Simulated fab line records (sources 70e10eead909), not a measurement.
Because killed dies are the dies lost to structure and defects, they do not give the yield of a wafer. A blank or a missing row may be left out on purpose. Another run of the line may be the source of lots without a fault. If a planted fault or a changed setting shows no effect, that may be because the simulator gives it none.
8D (eight disciplines) problem report, filled in by code ; flow nand harc ; the parts of the form that need people (team, actions taken, sign-off) are left out

1. WHAT WENT WRONG
Wafers without a fault read 998 nm, standard deviation 9.5; thk nm at NHARC_A_ONON_D1_THK_MEAS_05 reads a mean of 1234 nm on 6 wafers belonging to 2 lots. Measured from the usual mean, that is +25 standard deviations.
The step: measures by ellipsometry.
Seen first at day 11 12:00 on film metro-02, wafer L578.3. Wafers with a number at this step in the record: 42, from 14 lots. Rule for "out", or "out of limits": more than 4 standard deviations from the usual mean. The rest of the wafers with a number are treated as sound.

2. WHAT IT IS AND WHAT IT IS NOT
question;is;is not
which readings at this step;thk nm;-
which lots;L578, L583;L566, L567, L568, L569, L570, L572, L574, L575, L576, L587, L588, L589
which wafers of those lots;all that have a number;-
read on which gauges;film metro-01, film metro-02;-
when;from day 11 12:00;"up to then (27 sound wafers); but 9 sound wafers of L587, L588, L589 came after"

3. WHAT RULES OUT EACH SUSPECT
Counting: any tool at a process step up to the reading is kept as a suspect provided that every lot that is out went through it and no sound lot did after the first of them.
- the gauge at NHARC_A_ONON_D1_THK_MEAS_05 has been ruled out. The wafers that are out were read on 2 gauges (film metro-01, film metro-02).
- pecvd onon-03 at NHARC_A_ONON_D1_DEP_03 (target thk 1000 nm): kept. It processed each lot that is out, first L578 at day 11 11:36, and no sound lot thereafter; up to then, the last sound lot it processed was L576 at day 9 23:54.
After counting, what remains is pecvd onon-03 at NHARC_A_ONON_D1_DEP_03.

4. THE CAUSE (what the simulator had put in)
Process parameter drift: pecvd onon-03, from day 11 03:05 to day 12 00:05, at NHARC_A_ONON_D1_DEP_03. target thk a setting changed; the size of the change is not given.
After counting, this tool was the only one left.

5. THE CHAIN OF EFFECTS, in route order
Each row: a reading where the mean over the struck wafers with a number is more than 3 standard deviations away from the usual. Only readings whose record carries a usual standard deviation are examined. hours: median over the lots of the time between each lot's start at the first step of this table that gives one and its start at this step. sigmas: the change, counted in usual standard deviations.
hours;step;reading;usual;on struck wafers;change;sigmas
0;NHARC_A_ONON_D1_THK_MEAS_05;thk nm;998 nm;1234;+236;+25
282;NHARC_END_SORT_01;killed at array;29;673;+644;+54
282;NHARC_END_SORT_01;killed dies;34;677;+643;+54

6. HOW IT WOULD HAVE BEEN CAUGHT EARLIER
Counted from the fault's start at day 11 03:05, it took 9 hours until the first out-of-limits reading at a measuring or inspecting step in this record, taken at day 11 12:00.
Tool readings at NHARC_A_ONON_D1_DEP_03 with a usual standard deviation given in the record: none out on any struck wafer, hence no alarm at a limit of 4 standard deviations on them.
Among the 2 lots that are out, L583 began NHARC_A_ONON_D1_DEP_03 on pecvd onon-03 after day 11 12:00. Putting the tool on hold at that point would have spared it.
